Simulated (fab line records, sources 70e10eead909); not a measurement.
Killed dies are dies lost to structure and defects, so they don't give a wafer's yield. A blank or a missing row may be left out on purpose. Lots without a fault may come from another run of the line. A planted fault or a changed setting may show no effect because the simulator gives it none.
fab line records | flow nand_harc
record lots=6 wafers=18 last_day=24
route steps=1159 shown A_ONON_D1@432 END@1159
lots that met no fault: from a run of the same line without faults
start_h: hours from the record's first day to the start of the lot's first wafer shown | wait_h: hours since the lot's step before | " the same as in the row above | L1.1+2: a row that stands for several wafers | - no value, or no start given | * or withheld: withheld | < > ~ a bound
route shown NAME@n: a module of which the file shows steps, and the number in the route of the first | usual: mean/standard deviation of fault-free wafers | same: alike in all rows | chamber/n: place in a boat | sites: the reading at each site | _std_site: their standard deviation | _edge_site: outer sites' mean less inner sites' | radius_mm: how far each site lies from the wafer's centre | mask NAME#n: copy n | behind: the tool/chamber that last shaped the wafer | hold: why the lot was held/for how many hours/how that ended | device: the transistor (n, p or np) that didn't switch | end of line: the same wafers' tests at the end of the route | a step without rows: its recipe alone | killed: dies lost to structure and defects at the first sort, not the wafer's yield | map: a wafer's dies, x killed, . not, _ none there
set.NAME: the setting as run; set.NAME@STEP: as run at that earlier step | model.NAME: the simulator's own value behind a step, which no gauge read
lots at some steps of the route; a table a step, a row a wafer
services: from which hour (start_h, from the record's first day; less than 0 if before it) a tool's chamber was out of use, for how many hours, and why
## steps
# step NHARC_A_ONON_D1_DEP_12
# recipe target_thk_a=10000 n2_flow_sccm=2750 n2o_flow_sccm=2000 nh3_flow_sccm=500 sih4_flow_sccm=210 temp_c=400
# step NHARC_A_ONON_D1_THK_MEAS_14
# recipe thk_meas_gauge=ellipsometry
# usual thk_nm=999/10
# columns lot.wafer tool chamber start_h wait_h thk_nm
L657.3 film_metro-02 - 169.40 - 987
L657.4 " - " " 986
L657.5 " - " " 987
L662.1 film_metro-02 - 192.22 - 991
L662.2 " - " " 990
L662.3 " - " " 987
L667.3 film_metro-01 - 226.83 - 995
L667.4 " - " " 993
L667.6 " - " " 995
L668.1 film_metro-01 - 234.81 - 1009
L668.2 " - " " 1007
L668.6 " - " " 1009
L673.2 film_metro-01 - 264.73 - 992
L673.3 " - " " 990
L673.6 " - " " 991
L676.1 film_metro-01 - 280.50 - 1019
L676.3 " - " " 1019
L676.6 " - " " 1019
# step NHARC_A_ONON_D1_ANNEAL_15
# recipe temp_c=750 time_s=3600
# step NHARC_A_ONON_D1_DEP_16
# recipe target_thk_a=10000 n2_flow_sccm=2750 n2o_flow_sccm=2000 nh3_flow_sccm=500 sih4_flow_sccm=210 temp_c=400
# step NHARC_A_ONON_D1_THK_MEAS_18
# recipe thk_meas_gauge=ellipsometry
# usual thk_nm=1003/11
# columns lot.wafer tool chamber start_h wait_h thk_nm
L657.3 film_metro-01 - 176.52 - 1012
L657.4 " - " " 1010
L657.5 " - " " 1012
L662.1 film_metro-01 - 199.48 - 1005
L662.2 " - " " 1003
L662.3 " - " " 1003
L667.3 film_metro-02 - 233.96 - 994
L667.4 " - " " 992
L667.6 " - " " 994
L668.1 film_metro-02 - 241.93 - 1018
L668.2 " - " " 1018
L668.6 " - " " 1019
L673.2 film_metro-02 - 275.41 - 1012
L673.3 " - " " 1011
L673.6 " - " " 1011
L676.1 film_metro-01 - 288.42 - 991
L676.3 " - " " 991
L676.6 " - " " 991
# step NHARC_A_ONON_D1_DEP_19
# recipe target_thk_a=10000 n2_flow_sccm=2750 n2o_flow_sccm=2000 nh3_flow_sccm=500 sih4_flow_sccm=210 temp_c=400
# step NHARC_A_ONON_D1_THK_MEAS_21
# recipe thk_meas_gauge=ellipsometry
# usual thk_nm=997/8.5
# columns lot.wafer tool chamber start_h wait_h thk_nm
L657.3 film_metro-02 - 177.08 - 987
L657.4 " - " " 990
L657.5 " - " " 987
L662.1 film_metro-02 - 200.18 - 997
L662.2 " - " " 998
L662.3 " - " " 998
L667.3 film_metro-01 - 234.53 - 977
L667.4 " - " " 977
L667.6 " - " " 980
L668.1 film_metro-01 - 242.49 - 992
L668.2 " - " " 994
L668.6 " - " " 994
L673.2 film_metro-02 - 275.98 - 983
L673.3 " - " " 983
L673.6 " - " " 984
L676.1 film_metro-02 - 288.99 - 998
L676.3 " - " " 998
L676.6 " - " " 999
# step NHARC_A_ONON_D1_DEP_22
# recipe target_thk_a=10000 n2_flow_sccm=2750 n2o_flow_sccm=2000 nh3_flow_sccm=500 sih4_flow_sccm=210 temp_c=400
# step NHARC_A_ONON_D1_THK_MEAS_24
# recipe thk_meas_gauge=ellipsometry
# usual thk_nm=998/9.6
# columns lot.wafer tool chamber start_h wait_h thk_nm
L657.3 film_metro-01 - 177.65 - 1009
L657.4 " - " " 1008
L657.5 " - " " 1009
L662.1 film_metro-01 - 200.88 - 990
L662.2 " - " " 989
L662.3 " - " " 991
L667.3 film_metro-02 - 235.12 - 994
L667.4 " - " " 994
L667.6 " - " " 993
L668.1 film_metro-01 - 243.05 - 1006
L668.2 " - " " 1004
L668.6 " - " " 1007
L673.2 film_metro-02 - 276.54 - 1002
L673.3 " - " " 1004
L673.6 " - " " 1002
L676.1 film_metro-01 - 289.56 - 1012
L676.3 " - " " 1013
L676.6 " - " " 1012
# step NHARC_A_ONON_D1_DEP_25
# recipe target_thk_a=10000 n2_flow_sccm=2750 n2o_flow_sccm=2000 nh3_flow_sccm=500 sih4_flow_sccm=210 temp_c=400
# step NHARC_A_ONON_D1_THK_MEAS_27
# recipe thk_meas_gauge=ellipsometry
# usual thk_nm=1001/9.4
# columns lot.wafer tool chamber start_h wait_h thk_nm
L657.3 film_metro-02 - 178.21 - 1014
L657.4 " - " " 1014
L657.5 " - " " 1013
L662.1 film_metro-02 - 201.59 - 1007
L662.2 " - " " 1008
L662.3 " - " " 1007
L667.3 film_metro-01 - 235.69 - 1004
L667.4 " - " " 1003
L667.6 " - " " 1002
L668.1 film_metro-02 - 243.65 - 1008
L668.2 " - " " 1010
L668.6 " - " " 1009
L673.2 film_metro-01 - 277.11 - 1014
L673.3 " - " " 1014
L673.6 " - " " 1015
L676.1 film_metro-01 - 290.13 - 992
L676.3 " - " " 995
L676.6 " - " " 993
# step NHARC_A_ONON_D1_DEP_28
# recipe target_thk_a=10000 n2_flow_sccm=2750 n2o_flow_sccm=2000 nh3_flow_sccm=500 sih4_flow_sccm=210 temp_c=400
# usual nh3_flow_sccm=500.0/1.7 susceptor_temp_C=400.03/0.25
# columns lot.wafer tool chamber start_h wait_h nh3_flow_sccm susceptor_temp_C
L657.3 pecvd_onon-01 0 178.39 0.2 501.0 399.91
L657.4 " 0 " " 499.7 400.04
L657.5 " 0 " " 498.8 399.69
L662.1 pecvd_onon-03 0 201.78 0.2 502.2 400.08
L662.2 " 0 " " 501.4 400.00
L662.3 " 0 " " 502.0 400.02
L667.3 pecvd_onon-01 0 235.85 0.2 503.8 400.06
L667.4 " 0 " " 500.7 400.27
L667.6 " 0 " " 501.0 400.45
L668.1 pecvd_onon-01 0 243.70 0.1 497.7 400.04
L668.2 " 0 " " 500.2 399.98
L668.6 " 0 " " 501.6 399.63
L673.2 pecvd_onon-03 0 277.22 0.1 496.6 400.49
L673.3 " 0 " " 497.9 400.36
L673.6 " 0 " " 496.9 400.02
L676.1 pecvd_onon-03 0 290.18 0.1 499.5 399.95
L676.3 " 0 " " 499.2 400.21
L676.6 " 0 " " 500.2 399.92
# step NHARC_A_ONON_D1_THK_MEAS_30
# recipe thk_meas_gauge=ellipsometry
# usual thk_nm=995/10
# columns lot.wafer tool chamber start_h wait_h thk_nm
L657.3 film_metro-01 - 178.78 - 989
L657.4 " - " " 989
L657.5 " - " " 991
L662.1 film_metro-02 - 202.29 - 987
L662.2 " - " " 988
L662.3 " - " " 988
L667.3 film_metro-02 - 236.25 - 1504
L667.4 " - " " 1504
L667.6 " - " " 1504
L668.1 film_metro-01 - 244.21 - 1487
L668.2 " - " " 1487
L668.6 " - " " 1486
L673.2 film_metro-02 - 277.67 - 1005
L673.3 " - " " 1003
L673.6 " - " " 1004
L676.1 film_metro-01 - 290.69 - 1005
L676.3 " - " " 1004
L676.6 " - " " 1004
# step NHARC_A_ONON_D1_DEP_33
# recipe target_thk_a=2000 temp_c=400 pressure_torr=6.5 rf_w=900 teos_flow_sccm=161.4 flow_sccm=2650 target_thk_nm=200 gas=O2 material=SiO2
# usual heater_power_w=523/57 mfc_precursor_sccm=161.3/0.5 susceptor_temp_C=399.99/0.23 throttle_valve_pct=15.9/0.52
# columns lot.wafer tool chamber start_h wait_h heater_power_w mfc_precursor_sccm susceptor_temp_C throttle_valve_pct
L657.3 pecvd-02 1 178.84 0.1 563 161.2 400.18 16.2
L657.4 " 1 " " 590 161.0 399.85 16.2
L657.5 " 2 " " 502 161.9 399.88 15.0
L662.3 pecvd-03 1 202.35 0.1 451 161.3 400.07 15.4
L662.1 " 2 " " 424 161.2 400.06 15.6
L662.2 " 0 " " 537 161.3 399.99 16.3
L667.3 pecvd-03 0 236.30 0.1 536 161.0 400.06 16.3
L667.4 " 0 " " 538 160.8 400.10 16.3
L667.6 " 2 " " 508 161.8 400.21 15.7
L668.2 pecvd-03 2 244.27 0.1 539 161.6 400.23 15.5
L668.1 " 0 " " 423 161.6 400.06 16.3
L668.6 " 1 " " 522 160.8 399.82 15.6
L673.2 pecvd-04 2 277.79 0.1 426 161.4 399.94 17.0
L673.3 " 0 " " 625 160.5 400.06 15.6
L673.6 " 0 " " 467 161.0 399.61 15.6
L676.3 pecvd-02 1 290.74 0.1 601 161.2 400.46 16.1
L676.1 " 2 " " 486 160.9 400.24 15.5
L676.6 " 1 " " 618 161.4 400.09 16.1
# step NHARC_END_SORT_01
# recipe temp_c=25
# usual killed_at_array=27/8.8 killed_at_other=0.4/0.82 killed_at_periphery=3.1/2.1 killed_dies=31/8.8 killed_open=3.3/2 killed_short=2.0/1.4
# same gross_dies=677
# columns lot.wafer tool chamber start_h wait_h killed_at_array killed_at_other killed_at_periphery killed_dies killed_open killed_short
L668.1 prober-01 0 505.75 2.5 672 0 5 677 8 4
L668.2 prober-01 0 506.56 2.8 677 0 0 677 1 0
L668.6 prober-01 0 509.80 4.0 676 0 1 677 5 6
L667.3 prober-02 0 518.68 3.1 674 0 3 677 5 1
L667.4 prober-02 0 519.48 3.4 676 0 1 677 3 0
L667.6 prober-02 0 521.09 4.0 673 0 4 677 2 2
# killed by level:class
L668.1 A_ONON_D1:area_dep=636 A_CHANNEL_HOLE_D1:chamber_film_flake=25 A_CONTACT:geometric_particle:open=3 P_GATE:geometric_particle:open=2 P_STI:chamber_film_flake=2 A_CONTACT:chamber_film_flake=2 P_M2:geometric_particle:open=1 A_ONON_D1:geometric_particle:short=1
L668.2 A_ONON_D1:area_dep=653 A_CHANNEL_HOLE_D1:chamber_film_flake=19 A_CONTACT:chamber_film_flake=3 A_CONTACT:geometric_particle:open=1 A_CHANNEL_FILL_D1:chamber_film_flake=1
L668.6 A_ONON_D1:area_dep=647 A_CHANNEL_HOLE_D1:chamber_film_flake=16 A_CHANNEL_FILL_D1:geometric_particle:short=3 A_WL_FILL:geometric_particle:open=2 A_STAIRCASE:chamber_film_flake=2 P_M1:geometric_particle:short=1 A_ONON_D1:geometric_particle:open=1 A_CHANNEL_HOLE_D1:geometric_particle:open=1
L667.3 A_ONON_D1:area_dep=661 A_CHANNEL_HOLE_D1:chamber_film_flake=6 P_M0:geometric_particle:open=2 A_WL_FILL:geometric_particle:short=1 A_CONTACT:geometric_particle:open=1 A_M0:geometric_particle:open=1 A_M1:geometric_particle:open=1 P_STI:chamber_film_flake=1
L667.4 A_ONON_D1:area_dep=661 A_CHANNEL_HOLE_D1:chamber_film_flake=4 A_STAIRCASE:chamber_film_flake=4 A_CONTACT:chamber_film_flake=3 A_WL_FILL:geometric_particle:open=1 A_CONTACT:geometric_particle:open=1 A_BONDPAD:geometric_particle:open=1 P_STI:chamber_film_flake=1
L667.6 A_ONON_D1:area_dep=661 A_CONTACT:chamber_film_flake=5 P_STI:chamber_film_flake=2 A_STAIRCASE:chamber_film_flake=2 A_WL_FILL:chamber_film_flake=2 P_M0:geometric_particle:open=1 P_M1:geometric_particle:short=1 A_M0:geometric_particle:short=1
# map L667.3 (x killed, . not)
____________x____________
_________xxxxxxx_________
_______xxxxxxxxxxx_______
______xxxxxxxxxxxxx______
_____xxxxxxxxxxxxxxx_____
____xxxxxxxxxxxxxxxxx____
____xxxxxxxxxxxxxxxxx____
___xxxxxxxxxxxxxxxxxxx___
___xxxxxxxxxxxxxxxxxxx___
__xxxxxxxxxxxxxxxxxxxxx__
__xxxxxxxxxxxxxxxxxxxxx__
_xxxxxxxxxxxxxxxxxxxxxxx_
_xxxxxxxxxxxxxxxxxxxxxxx_
_xxxxxxxxxxxxxxxxxxxxxxx_
_xxxxxxxxxxxxxxxxxxxxxxx_
_xxxxxxxxxxxxxxxxxxxxxxx_
xxxxxxxxxxxxxxxxxxxxxxxxx
xxxxxxxxxxxxxxxxxxxxxxxxx
xxxxxxxxxxxxxxxxxxxxxxxxx
xxxxxxxxxxxxxxxxxxxxxxxxx
xxxxxxxxxxxxxxxxxxxxxxxxx
_xxxxxxxxxxxxxxxxxxxxxxx_
_xxxxxxxxxxxxxxxxxxxxxxx_
_xxxxxxxxxxxxxxxxxxxxxxx_
_xxxxxxxxxxxxxxxxxxxxxxx_
_xxxxxxxxxxxxxxxxxxxxxxx_
__xxxxxxxxxxxxxxxxxxxxx__
__xxxxxxxxxxxxxxxxxxxxx__
___xxxxxxxxxxxxxxxxxxx___
___xxxxxxxxxxxxxxxxxxx___
____xxxxxxxxxxxxxxxxx____
____xxxxxxxxxxxxxxxxx____
_____xxxxxxxxxxxxxxx_____
______xxxxxxxxxxxxx______
_______xxxxxxxxxxx_______
_________xxxxxxx_________
____________x____________
# map L668.1 (x killed, . not)
____________x____________
_________xxxxxxx_________
_______xxxxxxxxxxx_______
______xxxxxxxxxxxxx______
_____xxxxxxxxxxxxxxx_____
____xxxxxxxxxxxxxxxxx____
____xxxxxxxxxxxxxxxxx____
___xxxxxxxxxxxxxxxxxxx___
___xxxxxxxxxxxxxxxxxxx___
__xxxxxxxxxxxxxxxxxxxxx__
__xxxxxxxxxxxxxxxxxxxxx__
_xxxxxxxxxxxxxxxxxxxxxxx_
_xxxxxxxxxxxxxxxxxxxxxxx_
_xxxxxxxxxxxxxxxxxxxxxxx_
_xxxxxxxxxxxxxxxxxxxxxxx_
_xxxxxxxxxxxxxxxxxxxxxxx_
xxxxxxxxxxxxxxxxxxxxxxxxx
xxxxxxxxxxxxxxxxxxxxxxxxx
xxxxxxxxxxxxxxxxxxxxxxxxx
xxxxxxxxxxxxxxxxxxxxxxxxx
xxxxxxxxxxxxxxxxxxxxxxxxx
_xxxxxxxxxxxxxxxxxxxxxxx_
_xxxxxxxxxxxxxxxxxxxxxxx_
_xxxxxxxxxxxxxxxxxxxxxxx_
_xxxxxxxxxxxxxxxxxxxxxxx_
_xxxxxxxxxxxxxxxxxxxxxxx_
__xxxxxxxxxxxxxxxxxxxxx__
__xxxxxxxxxxxxxxxxxxxxx__
___xxxxxxxxxxxxxxxxxxx___
___xxxxxxxxxxxxxxxxxxx___
____xxxxxxxxxxxxxxxxx____
____xxxxxxxxxxxxxxxxx____
_____xxxxxxxxxxxxxxx_____
______xxxxxxxxxxxxx______
_______xxxxxxxxxxx_______
_________xxxxxxx_________
____________x____________
## services
# columns tool chamber start_h hours kind
pecvd-02 0 166.24 - clean
pecvd-02 1 166.24 - clean
pecvd-02 2 166.24 - clean
pecvd-02 - 170.52 0.4 repair
pecvd-04 - 195.00 13.0 pm
pecvd-04 0 195.00 13.0 vent_cycle
pecvd-04 1 195.00 13.0 vent_cycle
pecvd-04 2 195.00 13.0 vent_cycle
pecvd_onon-01 - 195.00 13.0 pm
pecvd-02 0 207.03 5.3 repair
pecvd-04 0 208.00 - clean
pecvd-04 1 208.00 - clean
pecvd-04 2 208.00 - clean
pecvd-02 - 211.36 0.4 repair
pecvd-04 - 227.01 1.1 repair
pecvd-02 - 235.98 0.8 repair
pecvd-04 0 239.39 10.8 repair
pecvd_onon-03 - 246.56 2.9 repair
pecvd-02 1 274.46 5.7 repair
pecvd_onon-03 - 286.80 1.2 repair
## key
first_sign step=NHARC_A_ONON_D1_THK_MEAS_30 reading=thk_nm direction=up sigmas=50 usual=995 struck=1495
effect step=NHARC_END_SORT_01 reading=killed_at_array direction=up sigmas=73 usual=27 struck=675
more_kills_born_at NHARC_A_ONON_D1_DEP_28@pecvd_onon-01=3919
met_at NHARC_A_ONON_D1_DEP_28
struck_wafers L667.3,L667.4,L667.6,L668.1,L668.2,L668.6
later_rows_left_out L667.3,L667.4,L667.6,L668.1,L668.2,L668.6
tester_left_out L667,L668
onset_between 178.39 235.85
fault kind=process_parameter_drift tool=pecvd_onon-01 chamber=- onset_h=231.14 steps=NHARC_A_ONON_D1_DEP_28 channel=target_thk_a offset=* shape=step end_h=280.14 acts_in=* stated=*
# tester_left_out: of these lots the tester's yield and bins aren't shown, on N5 and GAA mostly nor the transistor test; their killed dies are dies lost to structure and defects alone, not to doping, threshold or leakage, so they don't give the yield
# later_rows_left_out: the simulator's readings of these wafers behind a module that went badly wrong aren't trusted and aren't shown, but for the sort
